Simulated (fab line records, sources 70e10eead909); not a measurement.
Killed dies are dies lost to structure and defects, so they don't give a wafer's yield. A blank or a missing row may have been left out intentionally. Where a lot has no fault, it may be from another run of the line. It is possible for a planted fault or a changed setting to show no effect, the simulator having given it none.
fab line records	flow nandHarc	part 1 of 2: steps 1 to 18 of 29
[record] lots = 5	wafers = 15	lastDay = 24
route steps=1159 shown A_CONTACT@858
lots untouched by any fault: they come from a run of this same line in which no faults occurred
startH: hours from the record's opening day to when the first of the lot's shown wafers began	waitH: hours elapsed since this lot's preceding step	" same as the row above	L1.1+2: one row covering several wafers at once	- no value, or no start was given	* or withheld: withheld	< > ~ a bound
route shown NAME@n: a module of which the file shows steps, and the number in the route of the first	usual: mean and standard deviation over wafers with no fault	same: alike in all rows	chamber/n: place in a boat	sites: each site's reading	_std_site: standard deviation across them	_edge_site: mean of outer sites minus mean of inner sites	radiusMm: for every site, how far away it sits from the centre of the wafer	mask NAME#n: copy n	behind: the tool/chamber that last shaped the wafer	hold: why the lot went on hold/how many hours it stayed there/how the hold came to an end	device: which transistor (n, p or np) failed to switch	end of line: the route-end tests of the same wafers	for a step that has no rows: nothing shown but its recipe	killed: count of dies lost to structure and defects at first sort (not the wafer's yield)	map: a wafer's dies, x killed, . not, _ none there
set.NAME: setting as actually run; set.NAME@STEP: the setting as run at that earlier step	model.NAME: the simulator's own value behind a step, which no gauge read
lots at selected steps of the route; one table per step, one row per wafer
services: a tool's chamber out of use, with start hour (startH, from the record's first day; less than 0 if before it), hours out, and reason
[[steps]]
[step NHARC_A_CONTACT_ETCH_48]
[recipe] targetDepthA = 390	overEtchFrac = 0.3	timeS = 65	ionEnergyEv = 80	cf4FlowSccm = 150	arFlowSccm = 0	rfW = 300	biasW = 100	chemistry = CF4
[usual] drypumpMotorCurrentA = 5.7/0.38	oesProductAu = 0.997/0.011	rfVppV = 151.1/1.3	showerheadPlenumPTorr = 1.76/0.085	throttleValvePct = 13.285/0.0084
lot.wafer	tool	chamber	startH	waitH	drypumpMotorCurrentA	oesProductAu	rfHoursCounterH	rfVppV	showerheadPlenumPTorr	throttleValvePct
L079.4	rieDiel-03	1	379.03	0.1	6.4	0.994	28	150.3	1.66	13.271
L079.3	"	0	"	"	5.5	0.985	27	151.4	1.77	13.267
L079.5	"	2	"	"	5.7	0.996	-	153.1	1.87	13.271
L085.2	rieDiel-13	3	447.74	0.1	6.1	1.003	62	150.7	1.63	13.292
L085.5	"	2	"	"	5.3	1.007	-	152.8	1.81	13.286
L085.6	"	3	"	"	6.0	1.003	-	149.8	1.63	13.289
L088.3	rieDiel-03	0	457.14	0.1	5.6	0.991	9	152.3	1.77	13.285
L088.5	"	2	"	"	5.7	0.991	-	153.3	1.86	13.287
L088.6	"	3	"	"	5.3	1.003	-	153.9	1.91	13.281
L091.1	rieDiel-05	1	470.79	0.2	5.6	1.017	49	149.3	1.68	13.287
L091.5	"	0	"	"	6.3	0.995	-	151.0	1.75	13.270
L091.6	"	1	"	"	5.6	1.001	-	149.4	1.68	13.272
L096.1	rieDiel-05	2	497.43	0.1	5.6	0.992	57	151.9	1.79	13.285
L096.2	"	3	"	"	5.3	1.024	56	151.5	1.79	13.276
L096.3	"	0	"	"	6.3	0.989	55	150.6	1.75	13.269
[step NHARC_A_CONTACT_ETCH_49]
[recipe] targetDepthA = 2600	overEtchFrac = 0.3	timeS = 475.3	ionEnergyEv = 200	n2FlowSccm = 150	h2FlowSccm = 150	arFlowSccm = 0	rfW = 400	biasW = 150	chemistry = N2/H2
[usual] drypumpMotorCurrentA = 5.7/0.36	oesProductAu = 0.997/0.011	rfVppV = 430/3	showerheadPlenumPTorr = 2.04/0.11	throttleValvePct = 14.171/0.0093
lot.wafer	tool	chamber	startH	waitH	drypumpMotorCurrentA	oesProductAu	rfHoursCounterH	rfVppV	showerheadPlenumPTorr	throttleValvePct
L079.4	rieDiel-03	3	-	-	5.3	1.011	28	425	1.88	14.167
L079.3	"	2	"	"	5.7	0.988	29	434	2.17	14.186
L079.5	"	3	"	"	5.3	1.013	-	426	1.88	14.176
L085.2	rieDiel-13	0	-	-	5.6	0.990	63	429	2.02	14.176
L085.6	"	1	"	"	5.8	0.984	-	426	1.88	14.168
L085.5	"	2	"	"	5.3	1.006	-	432	2.09	14.185
L088.3	rieDiel-03	1	-	-	6.3	0.969	8	427	1.89	14.175
L088.6	"	0	"	"	5.5	0.989	-	431	2.04	14.182
L088.5	"	1	"	"	6.4	0.973	-	427	1.89	14.158
L091.1	rieDiel-05	2	-	-	5.6	0.996	50	432	2.07	14.175
L091.5	"	3	"	"	5.3	1.020	-	431	2.07	14.170
L091.6	"	0	"	"	6.3	0.994	-	429	2.02	14.163
L096.3	rieDiel-05	3	-	-	5.4	1.017	56	431	2.06	14.194
L096.1	"	1	"	"	5.6	0.991	57	427	1.92	14.174
L096.2	"	2	"	"	5.7	0.986	57	432	2.06	14.181
[step NHARC_A_CONTACT_ETCH_50]
[recipe] targetDepthA = 847	timeS = 42.4	cf4FlowSccm = 100	chf3FlowSccm = 30	arFlowSccm = 0	rfW = 500	biasW = 200	chemistry = CF4/CHF3
[usual] drypumpMotorCurrentA = 5.7/0.37	oesProductAu = 0.944/0.022	rfVppV = 370.6/2.8	showerheadPlenumPTorr = 1.58/0.078	throttleValvePct = 16.803/0.0086
lot.wafer	tool	chamber	startH	waitH	drypumpMotorCurrentA	oesProductAu	rfHoursCounterH	rfVppV	showerheadPlenumPTorr	throttleValvePct
L079.3	rieDiel-03	0	-	-	5.5	0.944	27	371.2	1.58	16.799
L079.4	"	1	"	"	6.4	0.955	29	366.5	1.47	16.793
L079.5	"	3	"	"	5.2	0.959	-	367.3	1.46	16.799
L085.2	rieDiel-13	1	-	-	5.8	0.910	63	366.8	1.46	16.800
L085.5	"	2	"	"	5.3	0.926	-	372.5	1.61	16.806
L085.6	"	0	"	"	5.6	0.921	-	370.6	1.56	16.814
L088.3	rieDiel-03	1	-	-	6.3	0.921	9	366.9	1.47	16.799
L088.5	"	2	"	"	5.7	0.943	-	374.0	1.66	16.802
L088.6	"	3	"	"	5.2	0.968	-	373.6	1.70	16.800
L091.1	rieDiel-05	3	-	-	5.3	0.943	50	371.6	1.59	16.802
L091.6	"	0	"	"	6.3	0.919	-	369.5	1.56	16.805
L091.5	"	1	"	"	5.6	0.927	-	368.0	1.49	16.798
L096.2	rieDiel-05	3	-	-	5.3	0.933	56	371.1	1.59	16.808
L096.3	"	0	"	"	6.3	0.909	55	370.4	1.56	16.810
L096.1	"	2	"	"	5.7	0.910	57	370.7	1.59	16.811
[step NHARC_A_CONTACT_ETCH_51]
[recipe] targetDepthA = 36000	overEtchFrac = 0.3	timeS = 936	ionEnergyEv = 150	o2FlowSccm = 400	cosFlowSccm = 20	arFlowSccm = 0	rfW = 500	biasW = 300	chemistry = O2/COS
[usual] drypumpMotorCurrentA = 5.7/0.37	oesProductAu = 0.996/0.011	rfVppV = 314.3/2.5	showerheadPlenumPTorr = 3.12/0.15	throttleValvePct = 28.330/0.0096
lot.wafer	tool	chamber	startH	waitH	drypumpMotorCurrentA	oesProductAu	rfHoursCounterH	rfVppV	showerheadPlenumPTorr	throttleValvePct
L079.4	rieDiel-03	1	-	-	6.4	0.990	29	311.6	2.92	28.323
L079.3	"	3	"	"	5.3	1.008	28	310.2	2.89	28.324
L079.5	"	0	"	"	5.5	0.998	-	314.0	3.12	28.344
L085.2	rieDiel-13	2	-	-	5.3	1.009	56	314.7	3.20	28.343
L085.6	"	1	"	"	5.8	0.980	-	311.6	2.89	28.341
L085.5	"	2	"	"	5.3	0.998	-	314.7	3.19	28.332
L088.3	rieDiel-03	3	-	-	5.3	1.008	10	318.0	3.37	28.346
L088.6	"	1	"	"	6.4	0.971	-	311.1	2.92	28.339
L088.5	"	2	"	"	5.7	0.999	-	318.0	3.29	28.328
L091.1	rieDiel-05	3	-	-	5.3	1.011	50	314.3	3.16	28.337
L091.5	"	1	"	"	5.6	1.004	-	312.8	2.96	28.337
L091.6	"	2	"	"	5.6	1.000	-	314.6	3.16	28.347
L096.3	rieDiel-05	0	-	-	6.3	1.000	56	312.4	3.09	28.336
L096.1	"	1	"	"	5.6	0.993	57	310.8	2.95	28.329
L096.2	"	2	"	"	5.6	0.990	58	313.6	3.16	28.337
[step NHARC_A_CONTACT_ETCH_111]
[recipe] sourceW = withheld	pressureMtorr = 20	biasV = withheld	timeS = 140	targetDepthA = 7000	arFlowSccm = withheld	c4f8FlowSccm = withheld	o2FlowSccm = withheld	chemistry = C4F8/O2/Ar
lot.wafer	tool	chamber	startH	waitH	rfHoursCounterH
L079.3	harCapEtch-02	1	380.45	-	-
L079.4	"	0	"	"	-
L079.5	"	0	"	"	-
L085.2	harCapEtch-02	1	449.87	-	23
L085.5	"	0	"	"	-
L085.6	"	1	"	"	-
L088.3	harCapEtch-02	0	458.72	-	-
L088.5	"	1	"	"	-
L088.6	"	0	"	"	-
L091.1	harCapEtch-03	0	471.98	-	100
L091.5	"	1	"	"	-
L091.6	"	0	"	"	-
L096.1	harCapEtch-01	1	498.60	-	75
L096.2	"	0	"	"	75
L096.3	"	0	"	"	-
[step NHARC_A_CONTACT_ETCH_112]
[recipe] sourceW = withheld	pressureMtorr = 20	biasV = 3000	timeS = 94	targetDepthA = 9220	arFlowSccm = withheld	c4f8FlowSccm = withheld	o2FlowSccm = withheld	chemistry = C4F8/O2/Ar
lot.wafer	tool	chamber	startH	waitH	rfHoursCounterH
L079.3	harCapEtch-02	1	380.61	0.1	-
L079.4	"	0	"	"	-
L079.5	"	0	"	"	-
L085.2	harCapEtch-02	1	450.05	0.2	23
L085.5	"	0	"	"	-
L085.6	"	1	"	"	-
L088.3	harCapEtch-02	0	458.86	0.1	-
L088.5	"	1	"	"	-
L088.6	"	0	"	"	-
L091.1	harCapEtch-03	0	472.16	0.2	100
L091.5	"	1	"	"	-
L091.6	"	0	"	"	-
L096.1	harCapEtch-01	1	498.80	0.2	75
L096.2	"	0	"	"	75
L096.3	"	0	"	"	-
[step NHARC_A_CONTACT_ETCH_113]
[recipe] sourceW = withheld	pressureMtorr = 20	biasV = 3000	timeS = 94	targetDepthA = 9220	arFlowSccm = withheld	c4f8FlowSccm = withheld	o2FlowSccm = withheld	chemistry = C4F8/O2/Ar
lot.wafer	tool	chamber	startH	waitH	rfHoursCounterH
L079.3	harCapEtch-02	1	380.70	0.1	-
L079.4	"	0	"	"	-
L079.5	"	0	"	"	-
L085.2	harCapEtch-02	1	450.14	0.1	23
L085.5	"	0	"	"	-
L085.6	"	1	"	"	-
L088.3	harCapEtch-02	0	458.96	0.1	-
L088.5	"	1	"	"	-
L088.6	"	0	"	"	-
L091.1	harCapEtch-03	0	472.25	0.1	100
L091.5	"	1	"	"	-
L091.6	"	0	"	"	-
L096.1	harCapEtch-01	1	498.89	0.1	76
L096.2	"	0	"	"	76
L096.3	"	0	"	"	-
[step NHARC_A_CONTACT_ETCH_114]
[recipe] sourceW = withheld	pressureMtorr = 20	biasV = 3000	timeS = 94	targetDepthA = 9220	arFlowSccm = withheld	c4f8FlowSccm = withheld	o2FlowSccm = withheld	chemistry = C4F8/O2/Ar
lot.wafer	tool	chamber	startH	waitH	rfHoursCounterH
L079.3	harCapEtch-02	1	380.80	0.1	-
L079.4	"	0	"	"	-
L079.5	"	0	"	"	-
L085.2	harCapEtch-02	1	450.23	0.1	23
L085.5	"	0	"	"	-
L085.6	"	1	"	"	-
L088.3	harCapEtch-02	0	459.05	0.1	-
L088.5	"	1	"	"	-
L088.6	"	0	"	"	-
L091.1	harCapEtch-03	0	472.34	0.1	100
L091.5	"	1	"	"	-
L091.6	"	0	"	"	-
L096.1	harCapEtch-01	1	498.98	0.1	76
L096.2	"	0	"	"	76
L096.3	"	0	"	"	-
[step NHARC_A_CONTACT_ETCH_115]
[recipe] sourceW = withheld	pressureMtorr = 20	biasV = 3000	timeS = 94	targetDepthA = 9220	arFlowSccm = withheld	c4f8FlowSccm = withheld	o2FlowSccm = withheld	chemistry = C4F8/O2/Ar
lot.wafer	tool	chamber	startH	waitH	rfHoursCounterH
L079.3	harCapEtch-02	1	380.89	0.1	-
L079.4	"	0	"	"	-
L079.5	"	0	"	"	-
L085.2	harCapEtch-02	1	450.33	0.1	23
L085.5	"	0	"	"	-
L085.6	"	1	"	"	-
L088.3	harCapEtch-02	0	459.14	0.1	-
L088.5	"	1	"	"	-
L088.6	"	0	"	"	-
L091.1	harCapEtch-03	0	472.43	0.1	100
L091.5	"	1	"	"	-
L091.6	"	0	"	"	-
L096.1	harCapEtch-01	1	499.07	0.1	76
L096.2	"	0	"	"	76
L096.3	"	0	"	"	-
[step NHARC_A_CONTACT_ETCH_116]
[recipe] sourceW = withheld	pressureMtorr = 20	biasV = 3000	timeS = 94	targetDepthA = 9220	arFlowSccm = withheld	c4f8FlowSccm = withheld	o2FlowSccm = withheld	chemistry = C4F8/O2/Ar
lot.wafer	tool	chamber	startH	waitH	rfHoursCounterH
L079.3	harCapEtch-02	1	380.98	0.1	-
L079.4	"	0	"	"	-
L079.5	"	0	"	"	-
L085.2	harCapEtch-02	1	450.41	0.1	23
L085.5	"	0	"	"	-
L085.6	"	1	"	"	-
L088.3	harCapEtch-02	0	459.23	0.1	-
L088.5	"	1	"	"	-
L088.6	"	0	"	"	-
L091.1	harCapEtch-03	0	472.52	0.1	100
L091.5	"	1	"	"	-
L091.6	"	0	"	"	-
L096.1	harCapEtch-01	1	499.16	0.1	76
L096.2	"	0	"	"	76
L096.3	"	0	"	"	-
[step NHARC_A_CONTACT_ETCH_117]
[recipe] sourceW = withheld	pressureMtorr = 20	biasV = 3000	timeS = 94	targetDepthA = 9220	arFlowSccm = withheld	c4f8FlowSccm = withheld	o2FlowSccm = withheld	chemistry = C4F8/O2/Ar
lot.wafer	tool	chamber	startH	waitH	rfHoursCounterH
L079.3	harCapEtch-02	1	381.07	0.1	-
L079.4	"	0	"	"	-
L079.5	"	0	"	"	-
L085.2	harCapEtch-02	1	450.50	0.1	23
L085.5	"	0	"	"	-
L085.6	"	1	"	"	-
L088.3	harCapEtch-02	0	459.32	0.1	-
L088.5	"	1	"	"	-
L088.6	"	0	"	"	-
L091.1	harCapEtch-03	0	472.61	0.1	100
L091.5	"	1	"	"	-
L091.6	"	0	"	"	-
L096.1	harCapEtch-01	1	499.26	0.1	76
L096.2	"	0	"	"	76
L096.3	"	0	"	"	-
[step NHARC_A_CONTACT_ETCH_118]
[recipe] sourceW = withheld	pressureMtorr = 20	biasV = 3000	timeS = 94	targetDepthA = 9220	arFlowSccm = withheld	c4f8FlowSccm = withheld	o2FlowSccm = withheld	chemistry = C4F8/O2/Ar
lot.wafer	tool	chamber	startH	waitH	rfHoursCounterH
L079.3	harCapEtch-02	1	381.16	0.1	-
L079.4	"	0	"	"	-
L079.5	"	0	"	"	-
L085.2	harCapEtch-02	1	450.59	0.1	23
L085.5	"	0	"	"	-
L085.6	"	1	"	"	-
L088.3	harCapEtch-02	0	459.41	0.1	-
L088.5	"	1	"	"	-
L088.6	"	0	"	"	-
L091.1	harCapEtch-03	0	472.71	0.1	101
L091.5	"	1	"	"	-
L091.6	"	0	"	"	-
L096.1	harCapEtch-01	1	499.35	0.1	76
L096.2	"	0	"	"	76
L096.3	"	0	"	"	-
[step NHARC_A_CONTACT_ETCH_119]
[recipe] sourceW = withheld	pressureMtorr = 20	biasV = 3000	timeS = 94	targetDepthA = 9220	arFlowSccm = withheld	c4f8FlowSccm = withheld	o2FlowSccm = withheld	chemistry = C4F8/O2/Ar
lot.wafer	tool	chamber	startH	waitH	rfHoursCounterH
L079.3	harCapEtch-02	1	381.25	0.1	-
L079.4	"	0	"	"	-
L079.5	"	0	"	"	-
L085.2	harCapEtch-02	1	450.68	0.1	23
L085.5	"	0	"	"	-
L085.6	"	1	"	"	-
L088.3	harCapEtch-02	0	459.50	0.1	-
L088.5	"	1	"	"	-
L088.6	"	0	"	"	-
L091.1	harCapEtch-03	0	472.80	0.1	101
L091.5	"	1	"	"	-
L091.6	"	0	"	"	-
L096.1	harCapEtch-01	1	499.44	0.1	76
L096.2	"	0	"	"	76
L096.3	"	0	"	"	-
[step NHARC_A_CONTACT_ETCH_120]
[recipe] sourceW = withheld	pressureMtorr = 20	biasV = 3000	timeS = 94	targetDepthA = 9220	arFlowSccm = withheld	c4f8FlowSccm = withheld	o2FlowSccm = withheld	chemistry = C4F8/O2/Ar
lot.wafer	tool	chamber	startH	waitH	rfHoursCounterH
L079.3	harCapEtch-02	1	381.34	0.1	-
L079.4	"	0	"	"	-
L079.5	"	0	"	"	-
L085.2	harCapEtch-02	1	450.77	0.1	23
L085.5	"	0	"	"	-
L085.6	"	1	"	"	-
L088.3	harCapEtch-02	0	459.59	0.1	-
L088.5	"	1	"	"	-
L088.6	"	0	"	"	-
L091.1	harCapEtch-03	0	472.89	0.1	101
L091.5	"	1	"	"	-
L091.6	"	0	"	"	-
L096.1	harCapEtch-01	1	499.53	0.1	76
L096.2	"	0	"	"	76
L096.3	"	0	"	"	-
[step NHARC_A_CONTACT_ETCH_121]
[recipe] sourceW = withheld	pressureMtorr = 20	biasV = 3000	timeS = 94	targetDepthA = 9220	arFlowSccm = withheld	c4f8FlowSccm = withheld	o2FlowSccm = withheld	chemistry = C4F8/O2/Ar
lot.wafer	tool	chamber	startH	waitH	rfHoursCounterH
L079.3	harCapEtch-02	1	381.43	0.1	-
L079.4	"	0	"	"	-
L079.5	"	0	"	"	-
L085.2	harCapEtch-02	1	450.87	0.1	23
L085.5	"	0	"	"	-
L085.6	"	1	"	"	-
L088.3	harCapEtch-02	0	459.68	0.1	-
L088.5	"	1	"	"	-
L088.6	"	0	"	"	-
L091.1	harCapEtch-03	0	472.98	0.1	101
L091.5	"	1	"	"	-
L091.6	"	0	"	"	-
L096.1	harCapEtch-01	1	499.62	0.1	76
L096.2	"	0	"	"	76
L096.3	"	0	"	"	-
[step NHARC_A_CONTACT_ETCH_122]
[recipe] sourceW = withheld	pressureMtorr = 20	biasV = 3000	timeS = 95	targetDepthA = 9300	arFlowSccm = withheld	c4f8FlowSccm = withheld	o2FlowSccm = withheld	chemistry = C4F8/O2/Ar
lot.wafer	tool	chamber	startH	waitH	rfHoursCounterH
L079.3	harCapEtch-02	1	381.52	0.1	-
L079.4	"	0	"	"	-
L079.5	"	0	"	"	-
L085.2	harCapEtch-02	1	450.96	0.1	24
L085.5	"	0	"	"	-
L085.6	"	1	"	"	-
L088.3	harCapEtch-02	0	459.78	0.1	-
L088.5	"	1	"	"	-
L088.6	"	0	"	"	-
L091.1	harCapEtch-03	0	473.07	0.1	101
L091.5	"	1	"	"	-
L091.6	"	0	"	"	-
L096.1	harCapEtch-01	1	499.71	0.1	76
L096.2	"	0	"	"	76
L096.3	"	0	"	"	-
[step NHARC_A_CONTACT_ETCH_123]
[recipe] sourceW = withheld	pressureMtorr = 20	biasV = 400	timeS = 253	targetDepthA = 10900	arFlowSccm = withheld	c4f8FlowSccm = 11.5	o2FlowSccm = 7.2	chemistry = C4F8/O2/Ar
lot.wafer	tool	chamber	startH	waitH	rfHoursCounterH
L079.3	harCapEtch-02	1	381.69	0.2	-
L079.4	"	0	"	"	-
L079.5	"	0	"	"	-
L085.2	harCapEtch-02	1	451.09	0.1	24
L085.5	"	0	"	"	-
L085.6	"	1	"	"	-
L088.3	harCapEtch-02	0	459.98	0.2	-
L088.5	"	1	"	"	-
L088.6	"	0	"	"	-
L091.1	harCapEtch-03	0	473.20	0.1	101
L091.5	"	1	"	"	-
L091.6	"	0	"	"	-
L096.1	harCapEtch-01	1	499.80	0.1	76
L096.2	"	0	"	"	76
L096.3	"	0	"	"	-
[step NHARC_A_CONTACT_ETCH_90]
[recipe] targetDepthA = 400	overEtchFrac = 0.5	timeS = 85.7	ionEnergyEv = 120	ch3fFlowSccm = 50	o2FlowSccm = 30	arFlowSccm = 200	rfW = 500	biasW = 100	chemistry = CH3F/O2
[usual] ch3fFlowSccm = 50.01/0.16	drypumpMotorCurrentA = 5.7/0.37	oesProductAu = 0.95/0.034	rfVppV = 244.4/2	showerheadPlenumPTorr = 2.46/0.13	throttleValvePct = 20.663/0.009
lot.wafer	tool	chamber	startH	waitH	ch3fFlowSccm	drypumpMotorCurrentA	oesProductAu	rfHoursCounterH	rfVppV	showerheadPlenumPTorr	throttleValvePct
L079.4	rieDiel-03	2	382.22	0.4	49.78	5.7	0.92	30	247.4	2.60	20.647
L079.3	"	3	"	"	49.84	5.3	0.94	28	241.9	2.27	20.659
L079.5	"	1	"	"	50.04	6.3	0.92	-	241.7	2.30	20.664
L085.2	rieDiel-03	1	451.63	0.5	49.89	6.4	0.94	7	242.4	2.29	20.654
L085.5	"	1	"	"	49.80	6.4	0.94	-	242.3	2.29	20.667
L085.6	"	2	"	"	49.86	5.7	0.95	-	246.6	2.60	20.671
L088.3	rieDiel-03	1	460.42	0.4	49.81	6.4	0.91	10	240.3	2.29	20.669
L088.5	"	1	"	"	49.93	6.4	0.91	-	242.7	2.29	20.670
L088.6	"	2	"	"	50.04	5.7	0.93	-	245.0	2.60	20.668
L091.1	rieDiel-03	3	473.75	0.5	50.18	5.3	1.00	13	247.1	2.66	20.665
L091.5	"	3	"	"	50.08	5.3	0.99	-	247.0	2.66	20.663
L091.6	"	0	"	"	50.09	5.5	0.97	-	243.8	2.46	20.648
L096.3	rieDiel-05	2	500.41	0.4	50.01	5.7	0.92	58	244.7	2.48	20.673
L096.1	"	3	"	"	50.14	5.3	0.94	57	244.1	2.49	20.679
L096.2	"	1	"	"	50.12	5.6	0.91	58	241.3	2.32	20.650
